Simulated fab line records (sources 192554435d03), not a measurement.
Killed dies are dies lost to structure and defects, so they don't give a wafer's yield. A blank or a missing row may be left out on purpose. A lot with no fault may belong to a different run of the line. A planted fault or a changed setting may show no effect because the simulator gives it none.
fab line records	flow n5-finfet
record lots=6	wafers=18	last-day=17
route steps=1938 shown MOL_CONTACT_COAG@523 BEOL_M4@1111
lots that met no fault: from a run of the same line without faults
start-h: the number of hours between the record's first day and the start of the first shown wafer of the lot	wait-h: how many hours have passed since the lot's step before this one	" as in the row above	L1.1+2: one row covering several wafers at once	- no value present, or no start provided	* or withheld: withheld	< > ~ a bound
route shown NAME@n: a module of which the file shows steps, and the number in the route of the first	usual: mean/standard deviation of fault-free wafers	same: alike in all rows	chamber/n: place in a boat	sites: readings site by site	_std_site: the values' standard deviation	_edge_site: inner sites' mean taken away from outer sites' mean	radius-mm: how far each site lies from the wafer's centre	mask NAME#n: copy n	behind: the tool/chamber that last shaped the wafer	hold: why the lot was held/for how many hours/how that ended	device: names the non-switching transistor (n, p or np)	end of line: at the end of the route, the tests of the same wafers	a step without rows: its recipe alone	killed: at the first sort, the dies lost to defects and structure; wafer yield is something else	map: shows each die of a wafer: x if killed, . if not, _ if none is there
set.NAME: the setting the step ran with; set.NAME@STEP: the setting that earlier step ran with	model.NAME: the simulator's own value behind a step, which no gauge read
certain route steps with their lots: each step a table, each wafer a row
services: when a tool's chamber went out of use (start-h, in hours from the record's first day, below 0 if earlier), for how many hours, and the reason
## steps
# step N5_MOL_CONTACT_COAG_EXPOSE_05
# recipe mask-id=CA	na=0.33	source-shape=annular	sigma-inner=0.4	sigma-outer=0.8	polarization=unpolarized	defocus-nm=0	dose-mj=38.25
# step N5_MOL_CONTACT_COAG_PEB_06
# recipe peb-temp-c=100	peb-time-s=60	resist=CAR-EUV
# step N5_MOL_CONTACT_COAG_DEVELOP_07
# recipe develop-time-s=30	developer=TMAH	resist=CAR-EUV	rinse-liquid=surfactant-rinse	dry=air-spin	dev-temp-c=23
# step N5_MOL_CONTACT_COAG_CD_MEAS_08
# recipe target-cd-nm=28	landing-energy-ev=500	detector=se-inlens	polarity=opening
# usual cd-nm=28.01/0.23
lot.wafer	tool	chamber	start-h	wait-h	cd-nm
L907.2	cd-sem-03	0	96.98	-	28.15
L907.3	"	0	"	"	28.23
L907.4	"	0	"	"	27.70
L908.1	cd-sem-03	0	102.50	-	27.71
L908.4	"	0	"	"	28.26
L908.6	"	0	"	"	28.54
L909.1	cd-sem-02	0	106.15	-	27.90
L909.2	"	0	"	"	28.13
L909.3	"	0	"	"	28.16
L910.3	cd-sem-03	0	112.59	-	27.82
L910.4	"	0	"	"	27.89
L910.5	"	0	"	"	28.01
L919.1	cd-sem-01	0	167.78	-	27.89
L919.3	"	0	"	"	27.58
L919.4	"	0	"	"	27.53
L920.3	cd-sem-01	0	170.39	-	28.35
L920.5	"	0	"	"	28.43
L920.6	"	0	"	"	28.42
# step N5_MOL_CONTACT_COAG_OVL_MEAS_09
# recipe points-per-wafer=522
# usual CA_OVL=0.0/0.6
lot.wafer	tool	chamber	start-h	wait-h	CA_OVL[nm]
L907.2	overlay-02	0	97.02	0.0	-0.1
L907.3	"	0	"	"	0.0
L907.4	"	0	"	"	1.1
L908.1	overlay-02	0	102.53	0.0	0.2
L908.4	"	0	"	"	-0.4
L908.6	"	0	"	"	0.0
L909.1	overlay-01	0	106.18	0.0	0.8
L909.2	"	0	"	"	-0.4
L909.3	"	0	"	"	0.6
L910.3	overlay-02	0	112.63	0.0	-1.3
L910.4	"	0	"	"	-0.2
L910.5	"	0	"	"	0.0
L919.1	overlay-02	0	167.81	0.0	-0.3
L919.3	"	0	"	"	-0.2
L919.4	"	0	"	"	-0.4
L920.3	overlay-02	0	170.43	0.0	0.3
L920.5	"	0	"	"	0.0
L920.6	"	0	"	"	-0.8
# step N5_MOL_CONTACT_COAG_INSPECT_10
# recipe mode=adi	inspect-instrument=brightfield
# usual raw-defect-count=70/28
lot.wafer	tool	chamber	start-h	wait-h	raw-defect-count
L907.2	defect-inspect-02	-	97.07	0.0	90
L907.3	"	-	"	"	86
L907.4	"	-	"	"	97
L908.1	defect-inspect-02	-	102.59	0.1	116
L908.4	"	-	"	"	53
L908.6	"	-	"	"	74
L909.1	defect-inspect-02	-	106.24	0.1	57
L909.2	"	-	"	"	69
L909.3	"	-	"	"	116
L910.3	defect-inspect-02	-	112.68	0.0	41
L910.4	"	-	"	"	93
L910.5	"	-	"	"	60
L919.1	defect-inspect-01	-	167.87	0.1	69
L919.3	"	-	"	"	47
L919.4	"	-	"	"	52
L920.3	defect-inspect-01	-	170.49	0.1	124
L920.5	"	-	"	"	72
L920.6	"	-	"	"	70
# step N5_MOL_CONTACT_COAG_DESCUM_13
# recipe chemistry=O2	time-s=7	source-power-w=50	bias-power-w=20	pressure-mtorr=20	rf-frequency-hz=2.712e+07	temp-c=40	resist=CAR-EUV	o2-flow-sccm=225
# usual drypump-motor-current-A=5.48/0.22	oes-product-au=0.80/0.078	rf-vpp-V=243.1/1.3	showerhead-plenum-p-Torr=2.09/0.066	throttle-valve-pct=20.36/0.26
lot.wafer	tool	chamber	start-h	wait-h	drypump-motor-current-A	oes-product-au	rf-hours-counter-h	rf-vpp-V	showerhead-plenum-p-Torr	throttle-valve-pct
L907.2	rie-diel-06	1	97.10	0.0	5.88	0.83	60	244.0	2.12	19.89
L907.3	"	3	"	"	5.35	0.83	96	243.3	2.12	20.52
L907.4	"	0	"	"	5.53	0.78	151	242.0	2.00	20.58
L908.1	rie-diel-05	1	102.62	0.0	5.57	0.69	229	243.0	2.16	20.69
L908.4	"	0	"	"	5.11	0.78	140	244.3	2.18	20.71
L908.6	"	3	"	"	5.57	0.98	-	244.3	2.15	20.25
L909.1	rie-diel-03	0	106.27	0.0	5.43	0.76	140	241.3	2.10	20.37
L909.2	"	1	"	"	5.44	0.95	14	243.2	2.13	19.94
L909.3	"	2	"	"	5.62	0.77	119	240.0	1.92	20.32
L910.3	rie-diel-06	3	112.93	0.3	5.31	0.83	102	243.7	2.12	20.51
L910.4	"	0	"	"	5.52	0.77	-	242.7	2.00	20.59
L910.5	"	3	"	"	5.30	0.82	-	244.1	2.12	20.53
L919.1	rie-diel-05	0	167.91	0.0	5.11	0.75	161	244.6	2.18	20.75
L919.3	"	3	"	"	5.60	0.91	27	243.8	2.14	20.30
L919.4	"	0	"	"	5.11	0.75	-	244.9	2.18	20.76
L920.3	rie-diel-03	3	170.74	0.3	5.35	0.88	44	243.9	2.13	20.68
L920.5	"	1	"	"	5.45	0.90	-	244.4	2.12	19.98
L920.6	"	2	"	"	5.61	0.75	-	239.8	1.91	20.36
# step N5_MOL_CONTACT_COAG_ETCH_59
# recipe chemistry=N2/H2	target=underlayer	target-depth-a=130	mask-material=CAR-EUV	time-s=10.4	ion-energy-ev=200	pressure-mtorr=30	source-w=840	bias-w=150	n2-flow-sccm=200	h2-flow-sccm=200	ends=cleared
# usual bias-w=150.0/0.47	chamber-pressure-mTorr=29.996/0.029	drypump-motor-current-A=5.49/0.23	etch-rf-on-time-s=10.40/0.16	oes-product-au=0.68/0.066	rf-vpp-V=523.8/2.3	showerhead-plenum-p-Torr=2.54/0.078	throttle-valve-pct=17.79/0.22
lot.wafer	tool	chamber	start-h	wait-h	bias-w	chamber-pressure-mTorr	drypump-motor-current-A	etch-rf-on-time-s	oes-product-au	rf-hours-counter-h	rf-vpp-V	showerhead-plenum-p-Torr	throttle-valve-pct
L907.2	rie-diel-06	1	97.14	0.0	149.2	29.958	5.85	10.22	0.71	60	524.4	2.58	17.46
L907.3	"	3	"	"	149.7	30.026	5.32	10.28	0.71	96	523.8	2.57	17.97
L907.4	"	0	"	"	150.2	30.061	5.53	10.52	0.65	151	522.3	2.43	17.95
L908.1	rie-diel-05	1	102.66	0.0	150.0	29.973	5.55	10.53	0.60	229	525.9	2.62	18.16
L908.4	"	0	"	"	148.9	30.059	5.12	10.38	0.66	140	525.8	2.65	18.07
L908.6	"	3	"	"	150.0	30.012	5.63	10.21	0.84	-	526.5	2.60	17.60
L909.1	rie-diel-03	0	106.31	0.0	150.1	29.993	5.44	10.42	0.65	140	525.0	2.55	17.74
L909.2	"	1	"	"	149.7	30.020	5.45	10.28	0.82	14	525.3	2.59	17.41
L909.3	"	2	"	"	150.2	30.017	5.59	10.34	0.67	119	517.0	2.35	17.81
L910.3	rie-diel-06	3	112.96	0.0	150.3	30.009	5.32	10.32	0.70	102	525.2	2.57	17.98
L910.4	"	0	"	"	149.4	29.953	5.54	10.42	0.64	-	521.7	2.43	17.95
L910.5	"	3	"	"	150.9	30.037	5.33	10.23	0.70	-	524.3	2.57	17.98
L919.1	rie-diel-05	0	167.94	0.0	149.7	30.002	5.10	10.65	0.63	161	525.7	2.64	18.11
L919.3	"	3	"	"	150.4	29.998	5.60	10.57	0.78	27	525.6	2.59	17.65
L919.4	"	0	"	"	150.1	29.988	5.10	10.61	0.63	-	527.1	2.64	18.13
L920.3	rie-diel-03	3	170.77	0.0	150.6	30.007	5.29	10.49	0.74	44	525.0	2.58	17.97
L920.5	"	1	"	"	149.7	30.002	5.46	10.35	0.77	-	523.6	2.58	17.45
L920.6	"	2	"	"	150.4	29.997	5.60	10.58	0.63	-	519.2	2.34	17.85
# step N5_MOL_CONTACT_COAG_ETCH_105
# recipe chemistry=CF4	target=SiARC	target-depth-a=156	mask-material=CAR-EUV	time-s=26	ion-energy-ev=80	pressure-mtorr=40	source-w=545	bias-w=36	Ar_flow_sccm=100	cf4-flow-sccm=100	ends=cleared
# usual bias-w=36.02/0.11	cf4-flow-sccm=100.0/0.31	drypump-motor-current-A=5.48/0.22	etch-rf-on-time-s=26.1/0.41	oes-product-au=0.68/0.066	rf-vpp-V=184.1/1	showerhead-plenum-p-Torr=2.14/0.062	throttle-valve-pct=15.56/0.23
lot.wafer	tool	chamber	start-h	wait-h	bias-w	cf4-flow-sccm	drypump-motor-current-A	etch-rf-on-time-s	oes-product-au	rf-hours-counter-h	rf-vpp-V	showerhead-plenum-p-Torr	throttle-valve-pct
L907.2	rie-diel-06	1	97.16	0.0	35.91	100.2	5.87	25.6	0.72	60	183.6	2.18	15.17
L907.3	"	3	"	"	36.00	100.1	5.33	25.6	0.70	96	184.4	2.16	15.63
L907.4	"	0	"	"	35.97	99.9	5.55	26.3	0.65	151	182.3	2.06	15.73
L908.1	rie-diel-05	1	102.68	0.0	36.03	100.1	5.56	27.0	0.59	229	184.5	2.20	15.84
L908.4	"	0	"	"	36.00	100.2	5.11	26.6	0.64	140	186.4	2.23	15.88
L908.6	"	3	"	"	35.95	100.2	5.61	26.2	0.83	-	185.3	2.20	15.39
L909.1	rie-diel-03	0	106.33	0.0	35.86	100.3	5.42	26.2	0.65	140	185.4	2.15	15.58
L909.2	"	1	"	"	36.22	100.1	5.46	25.6	0.82	14	184.4	2.18	15.12
L909.3	"	2	"	"	36.00	100.1	5.61	25.8	0.67	119	182.9	1.99	15.63
L910.3	rie-diel-06	3	112.98	0.0	36.02	99.8	5.32	25.7	0.70	102	184.4	2.16	15.64
L910.4	"	0	"	"	36.05	100.4	5.53	26.4	0.65	-	183.8	2.05	15.75
L910.5	"	3	"	"	36.15	99.9	5.32	25.9	0.70	-	184.4	2.16	15.65
L919.1	rie-diel-05	0	167.96	0.0	36.16	100.4	5.12	26.6	0.64	161	186.2	2.22	15.94
L919.3	"	3	"	"	35.98	99.6	5.60	26.1	0.78	27	184.4	2.19	15.43
L919.4	"	0	"	"	36.28	100.3	5.11	26.3	0.64	-	184.9	2.22	15.94
L920.3	rie-diel-03	3	170.79	0.0	36.27	99.8	5.33	25.7	0.75	44	185.2	2.17	15.76
L920.5	"	1	"	"	35.96	100.3	5.46	25.6	0.77	-	185.0	2.17	15.17
L920.6	"	2	"	"	35.89	100.4	5.60	26.0	0.65	-	182.9	1.98	15.68
# step N5_MOL_CONTACT_COAG_ETCH_106
# recipe chemistry=N2/H2	target=SOC	target-depth-a=800	overetch-a=160	mask-material=SiARC	temp-c=40	time-s=120	ion-energy-ev=200	pressure-mtorr=30	source-w=840	bias-w=150	n2-flow-sccm=200	h2-flow-sccm=200
# usual bias-w=150.0/0.43	chamber-pressure-mTorr=30.001/0.025	drypump-motor-current-A=5.49/0.22	oes-product-au=0.71/0.066	rf-vpp-V=523.8/2.3	showerhead-plenum-p-Torr=2.54/0.078	throttle-valve-pct=17.76/0.22
lot.wafer	tool	chamber	start-h	wait-h	bias-w	chamber-pressure-mTorr	drypump-motor-current-A	oes-product-au	rf-hours-counter-h	rf-vpp-V	showerhead-plenum-p-Torr	throttle-valve-pct
L907.2	rie-diel-06	1	97.19	0.0	149.9	30.008	5.84	0.74	60	523.7	2.58	17.44
L907.3	"	3	"	"	150.3	30.058	5.33	0.74	96	524.6	2.57	17.94
L907.4	"	0	"	"	149.7	30.042	5.55	0.69	151	520.2	2.43	17.90
L908.1	rie-diel-05	1	102.71	0.0	150.6	30.031	5.53	0.63	229	526.5	2.62	18.15
L908.4	"	0	"	"	150.8	30.023	5.10	0.69	140	527.2	2.65	18.05
L908.6	"	3	"	"	149.6	30.016	5.61	0.88	-	523.1	2.60	17.58
L909.1	rie-diel-03	0	106.35	0.0	150.7	30.015	5.46	0.68	140	523.9	2.55	17.71
L909.2	"	1	"	"	149.4	29.972	5.44	0.83	14	524.6	2.59	17.39
L909.3	"	2	"	"	150.0	29.985	5.62	0.69	119	519.9	2.35	17.78
L910.3	rie-diel-06	3	113.01	0.0	150.0	29.999	5.33	0.72	102	524.5	2.57	17.96
L910.4	"	0	"	"	149.8	29.967	5.54	0.68	-	520.1	2.43	17.93
L910.5	"	3	"	"	150.2	29.989	5.33	0.73	-	524.1	2.57	17.95
L919.1	rie-diel-05	0	167.99	0.0	150.3	29.991	5.13	0.67	161	527.0	2.64	18.09
L919.3	"	3	"	"	149.5	30.027	5.59	0.82	27	525.7	2.59	17.62
L919.4	"	0	"	"	150.0	29.977	5.12	0.67	-	526.3	2.64	18.08
L920.3	rie-diel-03	3	170.82	0.0	150.6	30.021	5.31	0.78	44	525.8	2.58	17.96
L920.5	"	1	"	"	150.0	30.062	5.45	0.79	-	524.8	2.58	17.43
L920.6	"	2	"	"	150.0	30.011	5.60	0.68	-	517.6	2.34	17.82
# step N5_MOL_CONTACT_COAG_STRIP_107
# recipe chemistry=N2/H2	temp-c=40	n2-flow-sccm=200	h2-flow-sccm=200	rf-frequency-hz=6e+07
# step N5_MOL_CONTACT_COAG_STRIP_108
# recipe chemistry=N2/H2	temp-c=40	n2-flow-sccm=200	h2-flow-sccm=200	rf-frequency-hz=6e+07
# step N5_MOL_CONTACT_COAG_CONTACT_ETCH_14
# recipe chemistry=C4F6/O2	target=SiO2	target-depth-a=275	overetch-a=85	mask-material=SOC	pressure-mtorr=30	source-w=370	bias-w=185	Ar_flow_sccm=300	C4F6_flow_sccm=16	O2_flow_sccm=10	time-s=20	ion-energy-ev=259.6
# usual C4F6_flow_sccm=16.00/0.044	O2_flow_sccm=10.00/0.033	drypump-motor-current-A=5.48/0.22	oes_ar_750_au=0.79/0.074	oes_o_777_au=0.79/0.073	oes-product-au=0.68/0.063	rf-vpp-V=693/3.1	showerhead-plenum-p-Torr=2.88/0.081	throttle-valve-pct=21.21/0.22
lot.wafer	tool	chamber	start-h	wait-h	C4F6_flow_sccm	O2_flow_sccm	drypump-motor-current-A	oes_ar_750_au	oes_o_777_au	oes-product-au	rf-hours-counter-h	rf-vpp-V	showerhead-plenum-p-Torr	throttle-valve-pct	model.SiARC_of_MOL_CONTACT_COAG_COAT_104.thk-nm	model.SOC_of_MOL_CONTACT_COAG_COAT_103.thk-nm
L907.2	rie-diel-06	1	97.29	0.0	16.01	9.97	5.85	0.82	0.82	0.71	60	694	2.93	20.85	0	78.4
L907.3	"	3	"	"	16.04	10.01	5.32	0.82	0.83	0.70	96	695	2.91	21.34	0	78.6
L907.4	"	0	"	"	16.03	9.92	5.52	0.76	0.75	0.66	151	689	2.77	21.43	0	78.2
L908.1	rie-diel-05	1	102.81	0.0	15.96	9.99	5.52	0.71	0.72	0.60	229	696	2.95	21.43	0	78.8
L908.4	"	0	"	"	16.02	10.03	5.11	0.77	0.77	0.65	140	695	2.99	21.51	0	79
L908.6	"	3	"	"	15.97	10.00	5.59	0.97	0.98	0.84	-	695	2.95	21.10	0	78.8
L909.1	rie-diel-03	0	106.45	0.0	-	-	-	-	-	-	-	-	-	-	6.6	80.4
L909.2	"	1	"	"	-	-	-	-	-	-	-	-	-	-	6.2	80.2
L909.3	"	2	"	"	-	-	-	-	-	-	-	-	-	-	6.4	80.4
L910.3	rie-diel-06	3	113.11	0.0	-	-	-	-	-	-	-	-	-	-	6.2	80.2
L910.4	"	0	"	"	-	-	-	-	-	-	-	-	-	-	6.4	80.2
L910.5	"	3	"	"	-	-	-	-	-	-	-	-	-	-	6.2	80
L919.1	rie-diel-05	0	168.09	0.0	15.93	9.96	5.14	0.75	0.75	0.64	162	698	2.98	21.55	0	78.8
L919.3	"	3	"	"	16.04	10.01	5.62	0.91	0.91	0.78	27	696	2.94	21.12	0	78.6
L919.4	"	0	"	"	15.96	9.92	5.14	0.75	0.75	0.64	-	697	2.98	21.55	0	78.8
L920.3	rie-diel-03	3	170.92	0.0	15.93	9.99	5.30	0.85	0.86	0.74	44	694	2.92	21.47	0	78.6
L920.5	"	1	"	"	15.96	9.99	5.46	0.89	0.89	0.76	-	695	2.92	20.85	0	79
L920.6	"	2	"	"	15.99	9.99	5.61	0.75	0.74	0.65	-	684	2.66	21.28	0	79
# step N5_MOL_CONTACT_COAG_STRIP_109
# recipe chemistry=C4F6/O2	resist=SiARC	rf-frequency-hz=6e+07
# step N5_MOL_CONTACT_COAG_ETCH_15
# recipe chemistry=CH3F/O2	target=SiNx	target-depth-a=70	mask-material=SOC	stop-on=Si:P	over-etch-frac=0.75	ion-energy-ev=120	pressure-mtorr=30	source-w=395	bias-w=73	Ar_flow_sccm=150	CH3F_flow_sccm=30	O2_flow_sccm=20
# usual CH3F_flow_sccm=29.99/0.087	O2_flow_sccm=20.00/0.057	drypump-motor-current-A=5.48/0.22	oes_ar_750_au=0.79/0.074	oes_o_777_au=0.79/0.074	oes-product-au=0.58/0.053	rf-vpp-V=298.7/2.3	showerhead-plenum-p-Torr=2.00/0.06	throttle-valve-pct=16.28/0.23
lot.wafer	tool	chamber	start-h	wait-h	CH3F_flow_sccm	O2_flow_sccm	drypump-motor-current-A	oes_ar_750_au	oes_o_777_au	oes-product-au	rf-hours-counter-h	rf-vpp-V	showerhead-plenum-p-Torr	throttle-valve-pct
L907.2	rie-diel-06	1	97.32	0.0	30.05	20.04	5.86	0.83	0.82	0.60	60	297.0	2.04	15.89
L907.3	"	3	"	"	29.89	19.99	5.33	0.82	0.83	0.60	96	300.0	2.02	16.38
L907.4	"	0	"	"	30.07	20.07	5.53	0.76	0.76	0.57	151	298.2	1.92	16.47
L908.1	rie-diel-05	1	102.84	0.0	29.98	20.03	5.57	0.71	0.71	0.52	229	300.1	2.05	16.55
L908.4	"	0	"	"	30.08	20.09	5.10	0.76	0.77	0.56	140	295.8	2.08	16.58
L908.6	"	3	"	"	29.91	19.98	5.59	0.98	0.98	0.71	-	299.0	2.05	16.10
L909.1	rie-diel-03	0	106.49	0.0	29.96	20.06	5.46	0.76	0.76	0.28	140	298.3	2.01	16.26
L909.2	"	1	"	"	30.06	20.03	5.43	0.94	0.94	0.36	14	301.9	2.04	15.84
L909.3	"	2	"	"	30.12	20.07	5.60	0.77	0.76	0.29	119	294.1	1.85	16.30
L910.3	rie-diel-06	3	113.15	0.0	30.02	19.96	5.30	0.82	0.82	0.30	102	300.4	2.02	16.36
L910.4	"	0	"	"	30.03	20.04	5.52	0.76	0.75	0.29	-	297.6	1.92	16.43
L910.5	"	3	"	"	30.11	20.01	5.29	0.82	0.82	0.31	-	302.4	2.02	16.34
L919.1	rie-diel-05	0	168.13	0.0	30.13	20.04	5.12	0.75	0.75	0.55	162	296.2	2.08	16.62
L919.3	"	3	"	"	30.04	20.06	5.60	0.92	0.91	0.68	27	297.2	2.04	16.13
L919.4	"	0	"	"	29.91	19.90	5.12	0.75	0.74	0.55	-	295.1	2.08	16.64
L920.3	rie-diel-03	3	170.96	0.0	29.92	20.08	5.32	0.85	0.86	0.63	44	298.3	2.03	16.48
L920.5	"	1	"	"	29.93	20.00	5.45	0.89	0.89	0.65	-	300.0	2.03	15.89
L920.6	"	2	"	"	30.10	20.08	5.61	0.75	0.75	0.55	-	293.5	1.84	16.38
# step N5_MOL_CONTACT_COAG_ETCH_110
# recipe chemistry=CF4/O2	target=Si	target-depth-a=25	time-s=8	pressure-mtorr=100	source-w=200	bias-w=12	ion-energy-ev=60	Ar_flow_sccm=100	cf4-flow-sccm=100	O2_flow_sccm=10
# usual O2_flow_sccm=10.001/0.029	bias-w=12.00/0.038	drypump-motor-current-A=5.48/0.22	oes_ar_750_au=0.79/0.073	oes_o_777_au=0.79/0.073	oes-product-au=0.79/0.078	rf-vpp-V=128.2/1.2	showerhead-plenum-p-Torr=2.23/0.063	throttle-valve-pct=10.70/0.24
lot.wafer	tool	chamber	start-h	wait-h	O2_flow_sccm	bias-w	drypump-motor-current-A	oes_ar_750_au	oes_o_777_au	oes-product-au	rf-hours-counter-h	rf-vpp-V	showerhead-plenum-p-Torr	throttle-valve-pct	model.SOC_of_MOL_CONTACT_COAG_COAT_103.thk-nm
L907.2	rie-diel-06	1	97.38	0.0	10.025	12.02	5.86	0.82	0.82	0.84	60	127.5	2.26	10.31	73.4
L907.3	"	3	"	"	9.945	12.03	5.30	0.82	0.83	0.83	96	127.6	2.24	10.72	73.6
L907.4	"	0	"	"	10.006	11.97	5.52	0.76	0.76	0.76	151	127.8	2.14	10.86	73.4
L908.1	rie-diel-05	1	102.90	0.0	10.006	12.01	5.56	0.71	0.71	0.69	229	128.0	2.28	11.08	74.2
L908.4	"	0	"	"	10.013	12.04	5.13	0.77	0.76	0.77	140	126.7	2.32	10.99	74.2
L908.6	"	3	"	"	9.961	11.96	5.59	0.97	0.98	0.98	-	127.9	2.28	10.40	73.8
L909.1	rie-diel-03	0	106.55	0.0	10.030	12.03	5.44	0.75	0.75	0.75	140	128.1	2.23	10.75	75.6
L909.2	"	1	"	"	10.011	11.98	5.44	0.94	0.94	0.95	14	128.7	2.27	10.19	75.4
L909.3	"	2	"	"	9.960	11.96	5.60	0.77	0.76	0.77	119	126.4	2.07	10.76	75.6
L910.3	rie-diel-06	3	113.21	0.0	9.997	12.06	5.34	0.82	0.82	0.82	102	128.5	2.24	10.75	75.4
L910.4	"	0	"	"	10.000	12.05	5.54	0.76	0.75	0.75	-	127.3	2.13	10.89	75.4
L910.5	"	3	"	"	9.979	12.01	5.30	0.82	0.83	0.82	-	128.8	2.24	10.74	75.2
L919.1	rie-diel-05	0	168.19	0.0	9.963	12.02	5.12	0.75	0.75	0.75	162	126.6	2.31	11.05	74
L919.3	"	3	"	"	10.003	12.06	5.58	0.90	0.91	0.91	27	127.4	2.27	10.46	73.8
L919.4	"	0	"	"	10.035	12.05	5.11	0.75	0.75	0.75	-	126.5	2.31	11.03	74
L920.3	rie-diel-03	3	171.02	0.0	9.948	11.95	5.29	0.86	0.85	0.85	44	128.0	2.26	10.75	73.8
L920.5	"	1	"	"	10.020	12.01	5.44	0.89	0.89	0.89	-	129.8	2.26	10.27	74
L920.6	"	2	"	"	10.011	12.04	5.59	0.75	0.74	0.75	-	126.4	2.06	10.82	74
# step N5_MOL_CONTACT_COAG_STRIP_98
# recipe chemistry=N2/H2	power-w=500	temp-c=40	pressure-mtorr=50	rf-frequency-hz=6e+07	overash-fraction=0.3	bias-power-w=8	h2-frac=0.5	n2-flow-sccm=300	h2-flow-sccm=300
# usual drypump-motor-current-A=5.50/0.22	oes-product-au=0.80/0.078	rf-vpp-V=54.5/1.5	showerhead-plenum-p-Torr=3.36/0.099	throttle-valve-pct=18.86/0.24
lot.wafer	tool	chamber	start-h	wait-h	drypump-motor-current-A	oes-product-au	rf-hours-counter-h	rf-vpp-V	showerhead-plenum-p-Torr	throttle-valve-pct
L907.2	rie-diel-06	1	97.43	0.0	5.89	0.83	60	51.6	3.41	18.94
L907.3	"	3	"	"	5.35	0.82	96	52.6	3.39	19.19
L907.4	"	0	"	"	5.55	0.76	151	55.6	3.21	18.98
L908.1	rie-diel-05	1	102.95	0.0	5.58	0.68	229	56.3	3.45	19.39
L908.4	"	0	"	"	5.13	0.77	140	54.5	3.49	19.04
L908.6	"	3	"	"	5.62	0.99	-	54.9	3.44	18.62
L909.1	rie-diel-03	0	106.60	0.0	5.43	0.75	140	55.4	3.37	18.57
L909.2	"	1	"	"	5.42	0.94	14	52.9	3.42	18.60
L909.3	"	2	"	"	5.62	0.77	119	53.4	3.11	18.72
L910.3	rie-diel-06	3	113.25	0.0	5.34	0.83	102	56.3	3.39	19.19
L910.4	"	0	"	"	5.53	0.75	-	55.3	3.21	18.97
L910.5	"	3	"	"	5.33	0.83	-	54.1	3.39	19.22
L919.1	rie-diel-05	0	168.24	0.0	5.11	0.75	162	54.7	3.48	19.09
L919.3	"	3	"	"	5.59	0.90	27	54.7	3.42	18.70
L919.4	"	0	"	"	5.13	0.76	-	53.0	3.48	19.07
L920.3	rie-diel-03	3	171.07	0.0	5.32	0.88	44	56.4	3.41	18.99
L920.5	"	1	"	"	5.42	0.91	-	54.7	3.41	18.64
L920.6	"	2	"	"	5.62	0.77	-	56.5	3.10	18.75
# step N5_MOL_CONTACT_COAG_CD_MEAS_99
# recipe target-cd-nm=17.2	polarity=opening
# usual cd-nm=17.26/0.28
lot.wafer	tool	chamber	start-h	wait-h	cd-nm
L907.2	cd-sem-02	-	97.50	-	16.68
L907.3	"	-	"	"	17.36
L907.4	"	-	"	"	17.22
L908.1	cd-sem-03	-	103.02	-	17.17
L908.4	"	-	"	"	17.71
L908.6	"	-	"	"	17.81
L909.1	cd-sem-03	-	106.67	-	-
L909.2	"	-	"	"	-
L909.3	"	-	"	"	-
L910.3	cd-sem-01	-	113.33	-	-
L910.4	"	-	"	"	-
L910.5	"	-	"	"	-
L919.1	cd-sem-03	-	168.30	-	17.20
L919.3	"	-	"	"	17.41
L919.4	"	-	"	"	17.41
L920.3	cd-sem-02	-	171.14	-	17.51
L920.5	"	-	"	"	17.49
L920.6	"	-	"	"	17.56
# step N5_MOL_CONTACT_COAG_IMPLANT_129
# recipe species=Ge	energy-kev=3	dose-cm2=6e+14	tilt-deg=0	rotation-deg=0
# step N5_BEOL_M4_RC_MEAS_101
# usual DIBL_N=36.3/1.2	DIBL_P=36.3/1.4	IOFF_N=0.160/0.02	IOFF_P=0.210/0.025	ION_N=675/9.5	ION_P=462/7	SS_N=71.5/0.53	SS_P=73.4/0.55	VT_N=249.5/2.6	VT_P=-250.1/2.9
lot.wafer	tool	chamber	start-h	wait-h	DIBL_N[mV/V]	DIBL_P[mV/V]	IOFF_N[nA/um]	IOFF_P[nA/um]	ION_N[uA/um]	ION_P[uA/um]	SS_N[mV/dec]	SS_P[mV/dec]	VT_N[mV]	VT_P[mV]
L907.2	prober-01	0	191.72	0.2	37.2	37.5	0.179	0.214	690	464	72.1	73.7	246.7	-247.7
L907.3	"	0	"	"	36.0	35.6	0.159	0.201	676	459	71.7	73.1	250.5	-252.1
L907.4	"	0	"	"	37.6	37.0	0.173	0.208	683	464	72.0	73.1	246.7	-247.2
L908.1	prober-02	0	210.46	0.0	35.5	33.9	0.132	0.192	666	461	71.0	73.5	249.7	-250.3
L908.4	"	0	"	"	37.4	34.9	0.163	0.212	676	458	71.6	73.6	249.1	-252.2
L908.6	"	0	"	"	36.1	34.5	0.145	0.197	677	467	71.2	73.7	255.0	-252.4
L919.1	prober-01	0	290.33	0.0	37.0	37.1	0.165	0.240	674	469	72.1	73.7	248.5	-248.5
L919.3	"	0	"	"	37.3	37.5	0.175	0.242	690	467	72.2	73.4	248.1	-249.6
L919.4	"	0	"	"	39.6	39.4	0.210	0.281	678	465	72.2	74.2	246.4	-245.3
L920.3	prober-02	0	312.01	0.3	37.4	37.4	0.188	0.229	680	465	71.6	73.9	245.1	-249.8
L920.5	"	0	"	"	35.9	35.9	0.156	0.194	673	461	72.2	73.6	248.6	-251.9
L920.6	"	0	"	"	38.5	38.9	0.207	0.243	669	456	73.3	75.0	246.8	-248.8
## services
tool	chamber	start-h	hours	kind
rie-diel-05	3	74.42	-	clean
rie-diel-05	3	74.42	-	consumable-replace:focus-ring
rie-diel-05	3	74.42	15.5	scheduled-down
rie-diel-05	3	74.42	15.5	vent-cycle
rie-diel-06	1	110.57	8.0	repair
rie-diel-05	1	166.89	-	clean
rie-diel-05	1	166.89	-	consumable-replace:focus-ring
## key
first-sign step=N5_MOL_CONTACT_COAG_CONTACT_ETCH_14	reading=tool-record	direction=missing
effect step=N5_MOL_CONTACT_COAG_ETCH_15	reading=oes-product-au	direction=down	sigmas=5.2	usual=0.58	struck=0.31
effect step=N5_MOL_CONTACT_COAG_CD_MEAS_99	reading=cd-nm	direction=missing
model-effect step=N5_MOL_CONTACT_COAG_CONTACT_ETCH_14	value=SiARC_of_MOL_CONTACT_COAG_COAT_104.thk-nm	without=0	struck=6.333
model-effect step=N5_MOL_CONTACT_COAG_ETCH_110	value=SOC_of_MOL_CONTACT_COAG_COAT_103.thk-nm	without=73.93	struck=75.43
met-at N5_MOL_CONTACT_COAG_CONTACT_ETCH_14
struck-wafers L909.1,L909.2,L909.3,L910.3,L910.4,L910.5
later-rows-left-out L909.1,L909.2,L909.3,L910.3,L910.4,L910.5
sort-left-out L909.1,L909.2,L909.3,L910.3,L910.4,L910.5
tester-left-out L909,L910
onset-between 97.29 106.45
fault kind=skipped-step-whole	tool=rie-diel-03,rie-diel-06	chamber=-	onset-h=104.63	steps=N5_MOL_CONTACT_COAG_CONTACT_ETCH_14	scope=struck-lots-only
# tester-left-out: of these lots the tester's yield and bins aren't shown, on N5 and GAA mostly nor the transistor test; their killed dies are dies lost to structure and defects alone, not to doping, threshold or leakage, so they don't give the yield
# sort-left-out: the simulated sort isn't trusted on such a fault, so these wafers' sort isn't shown, and their yield isn't known
# later-rows-left-out: the simulator's readings of these wafers behind a module that went badly wrong aren't trusted and aren't shown, but for the sort
